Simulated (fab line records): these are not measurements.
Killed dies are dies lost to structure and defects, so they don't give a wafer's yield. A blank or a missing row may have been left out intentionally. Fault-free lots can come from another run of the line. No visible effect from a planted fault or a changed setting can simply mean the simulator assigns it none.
Which tool did it? || flow nand-harc || 32 wafers from 11 lots sampled at 5 of the route's 1302 steps

WHAT THE GAUGES READ, wafer by wafer
NHARC_P_GATE_CD_MEAS_26: the cd target is 120 nm. Usual: cd-nm 120.1 nm, standard deviation 0.62.
{"lot": "L727", "measured": "day 5 23:40", "on": "cd-sem-03", "cd-nm (nm)": "118.9 119.6 119.1", "flag": ""}
{"lot": "L728", "measured": "day 6 03:44", "on": "cd-sem-01", "cd-nm (nm)": "120.9 121.1 121.0", "flag": ""}
{"lot": "L729", "measured": "day 6 18:41", "on": "cd-sem-01", "cd-nm (nm)": "120.3 120.2 120.6", "flag": ""}
{"lot": "L733", "measured": "day 8 13:52", "on": "cd-sem-01", "cd-nm (nm)": "119.4 120.2 120.4", "flag": ""}
{"lot": "L735", "measured": "day 9 09:11", "on": "cd-sem-02", "cd-nm (nm)": "120.2 120.4 120.2", "flag": ""}
{"lot": "L736", "measured": "day 9 09:47", "on": "cd-sem-01", "cd-nm (nm)": "120.1 120.5 120.1", "flag": ""}
{"lot": "L742", "measured": "day 12 04:32", "on": "cd-sem-01", "cd-nm (nm)": "118.9 119.5 119.4", "flag": ""}
{"lot": "L743", "measured": "day 12 13:11", "on": "cd-sem-02", "cd-nm (nm)": "119.7 120.1", "flag": ""}
{"lot": "L745", "measured": "day 13 10:53", "on": "cd-sem-01", "cd-nm (nm)": "121.1 120.0 120.5", "flag": ""}
{"lot": "L747", "measured": "day 14 04:02", "on": "cd-sem-02", "cd-nm (nm)": "119.9 119.5 119.8", "flag": ""}
{"lot": "L748", "measured": "day 14 18:25", "on": "cd-sem-02", "cd-nm (nm)": "121.1 120.5 120.2", "flag": ""}

NHARC_END_SORT_01. Usual: killed-at-array 58, standard deviation 17; killed-at-other 1.0, standard deviation 1.4; killed-at-periphery 3.6, standard deviation 2.4; killed-dies 62, standard deviation 17; killed-open 3.4, standard deviation 2; killed-short 2.2, standard deviation 1.6.
{"lot": "L733", "measured": "day 28 17:59", "on": "prober-02", "killed-at-array": "62 60 69", "killed-at-other": "3 1 0", "killed-at-periphery": "3 1 3", "killed-dies": "68 62 72", "killed-open": "3 2 3", "killed-short": "1 2 2", "flag": ""}
{"lot": "L736", "measured": "day 28 18:42", "on": "prober-01", "killed-at-array": "52 59 42", "killed-at-other": "2 0 3", "killed-at-periphery": "6 7 1", "killed-dies": "60 66 46", "killed-open": "1 3 1", "killed-short": "7 1 1", "flag": ""}
{"lot": "L742", "measured": "day 32 03:44", "on": "prober-01", "killed-at-array": "94 102 93", "killed-at-other": "3 1 0", "killed-at-periphery": "1 2 4", "killed-dies": "98 105 97", "killed-open": "4 1 2", "killed-short": "1 1 2", "flag": ""}
{"lot": "L743", "measured": "day 31 19:07", "on": "prober-02", "killed-at-array": "50 53", "killed-at-other": "0 1", "killed-at-periphery": "1 3", "killed-dies": "51 57", "killed-open": "2 3", "killed-short": "1 3", "flag": ""}

WHICH TOOL RAN EACH LOT (tool, then ch and the chambers of the sampled wafers, then the start)
{"lot": "L727", "NHARC_P_GATE_ETCHBACK_37": "rie-diel-09 ch 0,1,3, day 6 13:11 or earlier", "NHARC_P_GATE_PEB_57": "litho-track-07 ch 0, day 6 13:11", "NHARC_P_GATE_DESCUM_61": "rie-diel-09 ch 0,1, day 6 13:27"}
{"lot": "L728", "NHARC_P_GATE_ETCHBACK_37": "rie-diel-03 ch 1,2,3, day 6 17:13 or earlier", "NHARC_P_GATE_PEB_57": "litho-track-05 ch 0, day 6 17:13", "NHARC_P_GATE_DESCUM_61": "rie-diel-09 ch 0,1,3, day 6 17:29"}
{"lot": "L729", "NHARC_P_GATE_ETCHBACK_37": "rie-diel-03 ch 2,3, day 7 08:23 or earlier", "NHARC_P_GATE_PEB_57": "litho-track-07 ch 0, day 7 08:23", "NHARC_P_GATE_DESCUM_61": "rie-diel-03 ch 0,2,3, day 7 08:40"}
{"lot": "L733", "NHARC_P_GATE_ETCHBACK_37": "rie-diel-09 ch 0,1,3, day 9 03:16 or earlier", "NHARC_P_GATE_PEB_57": "litho-track-05 ch 0, day 9 03:16", "NHARC_P_GATE_DESCUM_61": "rie-diel-03 ch 1,2, day 9 03:32"}
{"lot": "L735", "NHARC_P_GATE_ETCHBACK_37": "rie-diel-05 ch 1,2, day 9 22:43 or earlier", "NHARC_P_GATE_PEB_57": "litho-track-03 ch 0, day 9 22:43", "NHARC_P_GATE_DESCUM_61": "rie-diel-09 ch 2,3, day 9 22:58"}
{"lot": "L736", "NHARC_P_GATE_ETCHBACK_37": "rie-diel-09 ch 1,2,3, day 9 23:27 or earlier", "NHARC_P_GATE_PEB_57": "litho-track-03 ch 0, day 9 23:27", "NHARC_P_GATE_DESCUM_61": "rie-diel-03 ch 1,2,3, day 9 23:43"}
{"lot": "L742", "NHARC_P_GATE_ETCHBACK_37": "rie-diel-09 ch 1,2, day 12 17:56 or earlier", "NHARC_P_GATE_PEB_57": "litho-track-07 ch 0, day 12 17:56", "NHARC_P_GATE_DESCUM_61": "rie-diel-09 ch 0,1,3, day 12 18:12"}
{"lot": "L743", "NHARC_P_GATE_ETCHBACK_37": "rie-diel-05 ch 0,2, day 13 09:17 or earlier", "NHARC_P_GATE_PEB_57": "litho-track-07 ch 0, day 13 09:17", "NHARC_P_GATE_DESCUM_61": "rie-diel-03 ch 0,2, day 13 09:32"}
{"lot": "L745", "NHARC_P_GATE_ETCHBACK_37": "rie-diel-09 ch 0,3, day 14 00:28 or earlier", "NHARC_P_GATE_PEB_57": "litho-track-05 ch 0, day 14 00:28", "NHARC_P_GATE_DESCUM_61": "rie-diel-05 ch 1,2,3, day 14 00:44"}
{"lot": "L747", "NHARC_P_GATE_ETCHBACK_37": "rie-diel-05 ch 0,2,3, day 14 17:41 or earlier", "NHARC_P_GATE_PEB_57": "litho-track-05 ch 0, day 14 17:41", "NHARC_P_GATE_DESCUM_61": "rie-diel-09 ch 1,2,3, day 14 17:57"}
{"lot": "L748", "NHARC_P_GATE_ETCHBACK_37": "rie-diel-03 ch 1,2,3, day 15 10:05 or earlier", "NHARC_P_GATE_PEB_57": "litho-track-05 ch 0, day 15 10:05", "NHARC_P_GATE_DESCUM_61": "rie-diel-05 ch 0,2,3, day 15 10:20"}
- NHARC_P_GATE_ETCHBACK_37: etches the open film in CHF3/O2, target depth 34.5 nm, time 17.2 s.
- NHARC_P_GATE_PEB_57: peb time 85 s.
- NHARC_P_GATE_DESCUM_61: chemistry O2, time 3 s.

AS READ BY THE TOOLS THEMSELVES (means over the sampled wafers that have a number; for cases with no such wafer, the mark the record gives instead)
NHARC_P_GATE_ETCHBACK_37. Usual: chamber-pressure-mTorr 24.999 mTorr, standard deviation 0.023; drypump-motor-current-A 5.6 A, standard deviation 0.32; mfc-ar-sccm 200.0 sccm, standard deviation 0.63; o2-flow-sccm 9.998 sccm, standard deviation 0.03; oes-product-au 0.95 a.u., standard deviation 0.034; rf-fwd-power-W 490.2 W, standard deviation 2.9; rf-vpp-V 371.5 V, standard deviation 2; showerhead-plenum-p-Torr 2.44 Torr, standard deviation 0.085; throttle-valve-pct 20.573 %, standard deviation 0.0077.
{"lot": "L727", "tool": "rie-diel-09", "chamber-pressure-mTorr (mTorr)": 24.977, "drypump-motor-current-A (A)": 5.7, "mfc-ar-sccm (sccm)": 200.2, "o2-flow-sccm (sccm)": 10.012, "oes-product-au (a.u.)": 0.92, "rf-fwd-power-W (W)": 490.8, "rf-vpp-V (V)": 372.1, "showerhead-plenum-p-Torr (Torr)": 2.47, "throttle-valve-pct (%)": 20.582, "flag": ""}
{"lot": "L728", "tool": "rie-diel-03", "chamber-pressure-mTorr (mTorr)": 24.979, "drypump-motor-current-A (A)": 5.5, "mfc-ar-sccm (sccm)": 200.3, "o2-flow-sccm (sccm)": 10.006, "oes-product-au (a.u.)": 0.93, "rf-fwd-power-W (W)": 493.8, "rf-vpp-V (V)": 369.8, "showerhead-plenum-p-Torr (Torr)": 2.42, "throttle-valve-pct (%)": 20.578, "flag": ""}
{"lot": "L729", "tool": "rie-diel-03", "chamber-pressure-mTorr (mTorr)": 25.012, "drypump-motor-current-A (A)": 5.4, "mfc-ar-sccm (sccm)": 200.2, "o2-flow-sccm (sccm)": 9.998, "oes-product-au (a.u.)": 0.93, "rf-fwd-power-W (W)": 490.9, "rf-vpp-V (V)": 372.3, "showerhead-plenum-p-Torr (Torr)": 2.45, "throttle-valve-pct (%)": 20.574, "flag": ""}
{"lot": "L733", "tool": "rie-diel-09", "chamber-pressure-mTorr (mTorr)": 24.999, "drypump-motor-current-A (A)": 5.7, "mfc-ar-sccm (sccm)": 200.3, "o2-flow-sccm (sccm)": 9.968, "oes-product-au (a.u.)": 1.00, "rf-fwd-power-W (W)": 488.6, "rf-vpp-V (V)": 372.7, "showerhead-plenum-p-Torr (Torr)": 2.47, "throttle-valve-pct (%)": 20.568, "flag": ""}
{"lot": "L735", "tool": "rie-diel-05", "chamber-pressure-mTorr (mTorr)": 24.990, "drypump-motor-current-A (A)": 5.3, "mfc-ar-sccm (sccm)": 200.2, "o2-flow-sccm (sccm)": 10.001, "oes-product-au (a.u.)": 0.93, "rf-fwd-power-W (W)": 492.2, "rf-vpp-V (V)": 371.2, "showerhead-plenum-p-Torr (Torr)": 2.44, "throttle-valve-pct (%)": 20.576, "flag": ""}
{"lot": "L736", "tool": "rie-diel-09", "chamber-pressure-mTorr (mTorr)": 24.995, "drypump-motor-current-A (A)": 5.6, "mfc-ar-sccm (sccm)": 200.2, "o2-flow-sccm (sccm)": 9.982, "oes-product-au (a.u.)": 0.92, "rf-fwd-power-W (W)": 488.0, "rf-vpp-V (V)": 372.3, "showerhead-plenum-p-Torr (Torr)": 2.46, "throttle-valve-pct (%)": 20.568, "flag": ""}
{"lot": "L742", "tool": "rie-diel-09", "chamber-pressure-mTorr (mTorr)": 25.006, "drypump-motor-current-A (A)": 5.3, "mfc-ar-sccm (sccm)": 200.5, "o2-flow-sccm (sccm)": 10.022, "oes-product-au (a.u.)": 0.94, "rf-fwd-power-W (W)": 487.6, "rf-vpp-V (V)": 372.0, "showerhead-plenum-p-Torr (Torr)": 2.48, "throttle-valve-pct (%)": 20.568, "flag": ""}
{"lot": "L743", "tool": "rie-diel-05", "chamber-pressure-mTorr (mTorr)": 24.982, "drypump-motor-current-A (A)": 5.7, "mfc-ar-sccm (sccm)": 199.2, "o2-flow-sccm (sccm)": 9.992, "oes-product-au (a.u.)": 0.92, "rf-fwd-power-W (W)": 490.0, "rf-vpp-V (V)": 371.0, "showerhead-plenum-p-Torr (Torr)": 2.45, "throttle-valve-pct (%)": 20.580, "flag": ""}
{"lot": "L745", "tool": "rie-diel-09", "chamber-pressure-mTorr (mTorr)": 24.992, "drypump-motor-current-A (A)": 5.8, "mfc-ar-sccm (sccm)": 200.2, "o2-flow-sccm (sccm)": 9.987, "oes-product-au (a.u.)": 0.93, "rf-fwd-power-W (W)": 488.5, "rf-vpp-V (V)": 373.4, "showerhead-plenum-p-Torr (Torr)": 2.50, "throttle-valve-pct (%)": 20.567, "flag": ""}
{"lot": "L747", "tool": "rie-diel-05", "chamber-pressure-mTorr (mTorr)": 24.974, "drypump-motor-current-A (A)": 5.5, "mfc-ar-sccm (sccm)": 200.9, "o2-flow-sccm (sccm)": 9.975, "oes-product-au (a.u.)": 0.91, "rf-fwd-power-W (W)": 493.0, "rf-vpp-V (V)": 369.6, "showerhead-plenum-p-Torr (Torr)": 2.38, "throttle-valve-pct (%)": 20.573, "flag": ""}
{"lot": "L748", "tool": "rie-diel-03", "chamber-pressure-mTorr (mTorr)": 24.999, "drypump-motor-current-A (A)": 5.5, "mfc-ar-sccm (sccm)": 200.2, "o2-flow-sccm (sccm)": 10.009, "oes-product-au (a.u.)": 0.92, "rf-fwd-power-W (W)": 492.2, "rf-vpp-V (V)": 371.9, "showerhead-plenum-p-Torr (Torr)": 2.41, "throttle-valve-pct (%)": 20.572, "flag": ""}

NHARC_P_GATE_PEB_57. Usual: exhaust-pa 44.8 Pa, standard deviation 0.96; heater-power-total-W 163.98 W, standard deviation 0.27; plate-temp-C 118.00 C, standard deviation 0.15.
{"lot": "L727", "tool": "litho-track-07", "exhaust-pa (Pa)": 45.1, "heater-power-total-W (W)": 163.87, "plate-temp-C (C)": 117.87, "flag": ""}
{"lot": "L728", "tool": "litho-track-05", "exhaust-pa (Pa)": 44.9, "heater-power-total-W (W)": 164.08, "plate-temp-C (C)": 117.87, "flag": ""}
{"lot": "L729", "tool": "litho-track-07", "exhaust-pa (Pa)": 43.5, "heater-power-total-W (W)": 163.87, "plate-temp-C (C)": 118.10, "flag": ""}
{"lot": "L733", "tool": "litho-track-05", "exhaust-pa (Pa)": 44.4, "heater-power-total-W (W)": 164.08, "plate-temp-C (C)": 118.05, "flag": ""}
{"lot": "L735", "tool": "litho-track-03", "exhaust-pa (Pa)": 45.6, "heater-power-total-W (W)": 163.78, "plate-temp-C (C)": 117.86, "flag": ""}
{"lot": "L736", "tool": "litho-track-03", "exhaust-pa (Pa)": 44.9, "heater-power-total-W (W)": 164.07, "plate-temp-C (C)": 118.00, "flag": ""}
{"lot": "L742", "tool": "litho-track-07", "exhaust-pa (Pa)": 45.7, "heater-power-total-W (W)": 162.57, "plate-temp-C (C)": 117.30, "flag": "OFF"}
{"lot": "L743", "tool": "litho-track-07", "exhaust-pa (Pa)": 44.8, "heater-power-total-W (W)": 162.86, "plate-temp-C (C)": 117.08, "flag": "OFF"}
{"lot": "L745", "tool": "litho-track-05", "exhaust-pa (Pa)": 44.3, "heater-power-total-W (W)": 163.97, "plate-temp-C (C)": 117.93, "flag": ""}
{"lot": "L747", "tool": "litho-track-05", "exhaust-pa (Pa)": 45.7, "heater-power-total-W (W)": 163.94, "plate-temp-C (C)": 118.16, "flag": ""}
{"lot": "L748", "tool": "litho-track-05", "exhaust-pa (Pa)": 43.7, "heater-power-total-W (W)": 163.93, "plate-temp-C (C)": 118.23, "flag": ""}

NHARC_P_GATE_DESCUM_61. Usual: chamber-pressure-mTorr 60.00 mTorr, standard deviation 0.054; drypump-motor-current-A 5.5 A, standard deviation 0.33; mfc-ar-sccm 0.006 sccm, standard deviation 0.0081; o2-flow-sccm 200.0 sccm, standard deviation 0.67; oes-product-au 0.999 a.u., standard deviation 0.01; rf-vpp-V 58.0 V, standard deviation 0.9; showerhead-plenum-p-Torr 1.95 Torr, standard deviation 0.072; throttle-valve-pct 11.311 %, standard deviation 0.0097.
{"lot": "L727", "tool": "rie-diel-09", "chamber-pressure-mTorr (mTorr)": 60.00, "drypump-motor-current-A (A)": 5.5, "mfc-ar-sccm (sccm)": 0.005, "o2-flow-sccm (sccm)": 199.8, "oes-product-au (a.u.)": 1.005, "rf-vpp-V (V)": 58.6, "showerhead-plenum-p-Torr (Torr)": 1.98, "throttle-valve-pct (%)": 11.313, "flag": ""}
{"lot": "L728", "tool": "rie-diel-09", "chamber-pressure-mTorr (mTorr)": 59.99, "drypump-motor-current-A (A)": 5.7, "mfc-ar-sccm (sccm)": 0.003, "o2-flow-sccm (sccm)": 200.2, "oes-product-au (a.u.)": 0.999, "rf-vpp-V (V)": 58.5, "showerhead-plenum-p-Torr (Torr)": 1.97, "throttle-valve-pct (%)": 11.309, "flag": ""}
{"lot": "L729", "tool": "rie-diel-03", "chamber-pressure-mTorr (mTorr)": 60.07, "drypump-motor-current-A (A)": 5.7, "mfc-ar-sccm (sccm)": 0.006, "o2-flow-sccm (sccm)": 199.8, "oes-product-au (a.u.)": 0.997, "rf-vpp-V (V)": 57.6, "showerhead-plenum-p-Torr (Torr)": 1.96, "throttle-valve-pct (%)": 11.312, "flag": ""}
{"lot": "L733", "tool": "rie-diel-03", "chamber-pressure-mTorr (mTorr)": 60.03, "drypump-motor-current-A (A)": 5.7, "mfc-ar-sccm (sccm)": 0.000, "o2-flow-sccm (sccm)": 200.9, "oes-product-au (a.u.)": 1.003, "rf-vpp-V (V)": 58.9, "showerhead-plenum-p-Torr (Torr)": 1.96, "throttle-valve-pct (%)": 11.303, "flag": ""}
{"lot": "L735", "tool": "rie-diel-09", "chamber-pressure-mTorr (mTorr)": 60.01, "drypump-motor-current-A (A)": 5.8, "mfc-ar-sccm (sccm)": 0.000, "o2-flow-sccm (sccm)": 200.3, "oes-product-au (a.u.)": 0.998, "rf-vpp-V (V)": 58.5, "showerhead-plenum-p-Torr (Torr)": 1.98, "throttle-valve-pct (%)": 11.305, "flag": ""}
{"lot": "L736", "tool": "rie-diel-03", "chamber-pressure-mTorr (mTorr)": 59.98, "drypump-motor-current-A (A)": 5.5, "mfc-ar-sccm (sccm)": 0.006, "o2-flow-sccm (sccm)": 199.7, "oes-product-au (a.u.)": 1.014, "rf-vpp-V (V)": 58.1, "showerhead-plenum-p-Torr (Torr)": 1.92, "throttle-valve-pct (%)": 11.309, "flag": ""}
{"lot": "L742", "tool": "rie-diel-09", "chamber-pressure-mTorr (mTorr)": 60.04, "drypump-motor-current-A (A)": 5.7, "mfc-ar-sccm (sccm)": 0.003, "o2-flow-sccm (sccm)": 200.1, "oes-product-au (a.u.)": 1.007, "rf-vpp-V (V)": 59.0, "showerhead-plenum-p-Torr (Torr)": 1.97, "throttle-valve-pct (%)": 11.317, "flag": ""}
{"lot": "L743", "tool": "rie-diel-03", "chamber-pressure-mTorr (mTorr)": 59.97, "drypump-motor-current-A (A)": 5.9, "mfc-ar-sccm (sccm)": 0.000, "o2-flow-sccm (sccm)": 200.1, "oes-product-au (a.u.)": 1.005, "rf-vpp-V (V)": 58.2, "showerhead-plenum-p-Torr (Torr)": 1.98, "throttle-valve-pct (%)": 11.299, "flag": ""}
{"lot": "L745", "tool": "rie-diel-05", "chamber-pressure-mTorr (mTorr)": 60.03, "drypump-motor-current-A (A)": 5.3, "mfc-ar-sccm (sccm)": 0.016, "o2-flow-sccm (sccm)": 199.6, "oes-product-au (a.u.)": 0.996, "rf-vpp-V (V)": 57.0, "showerhead-plenum-p-Torr (Torr)": 1.91, "throttle-valve-pct (%)": 11.304, "flag": ""}
{"lot": "L747", "tool": "rie-diel-09", "chamber-pressure-mTorr (mTorr)": 59.98, "drypump-motor-current-A (A)": 5.6, "mfc-ar-sccm (sccm)": 0.000, "o2-flow-sccm (sccm)": 200.3, "oes-product-au (a.u.)": 0.988, "rf-vpp-V (V)": 57.6, "showerhead-plenum-p-Torr (Torr)": 1.97, "throttle-valve-pct (%)": 11.306, "flag": ""}
{"lot": "L748", "tool": "rie-diel-05", "chamber-pressure-mTorr (mTorr)": 59.98, "drypump-motor-current-A (A)": 5.6, "mfc-ar-sccm (sccm)": 0.009, "o2-flow-sccm (sccm)": 200.5, "oes-product-au (a.u.)": 0.986, "rf-vpp-V (V)": 57.5, "showerhead-plenum-p-Torr (Torr)": 1.90, "throttle-valve-pct (%)": 11.311, "flag": ""}

THE ANSWER, worked out from the rows above alone
Rule: lot off if the mean of its wafers having a number is beyond 3 standard deviations from the usual mean. Also off: a lot with no number at a reading for which 4 or more lots have one. Any other lot the step has rows for is counted as sound. The gauges are gone through in route order, then the tools' own readings, and for those a lot's mean is taken as printed above. At the first step where some lot is off, the reading lying furthest off is the one used; lots without a number count as furthest.
Off, at NHARC_P_GATE_PEB_57 on plate-temp-C: L742, L743.
If a tool, at that step or one of the process steps before it, ran each lot that is off and ran no sound lot following the first of them, it fits. NHARC_P_GATE_ETCHBACK_37: start missing for some lots; hours and lot order therefore follow NHARC_P_GATE_PEB_57. One candidate fits, namely litho-track-07 at NHARC_P_GATE_PEB_57. Its last sound lot is L729 (day 7 08:23), its first lot that is off L742 (day 12 17:56): a fault that began between those two fits.
The tool's own readings at NHARC_P_GATE_PEB_57 bear it out: on the lots that are off they differ by more than 5 times the standard deviation of the sound lots' means. heater-power-total-W reads 162.72 W there against 163.95 W on the sound lots; plate-temp-C reads 117.19 C there against 118.01 C on the sound lots.

WHAT THE SIMULATOR PUT IN
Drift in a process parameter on litho-track-07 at NHARC_P_GATE_PEB_57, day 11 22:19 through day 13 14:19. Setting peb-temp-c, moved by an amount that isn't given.
Lots struck among those shown: L742, L743. The rule given above showed the same thing.
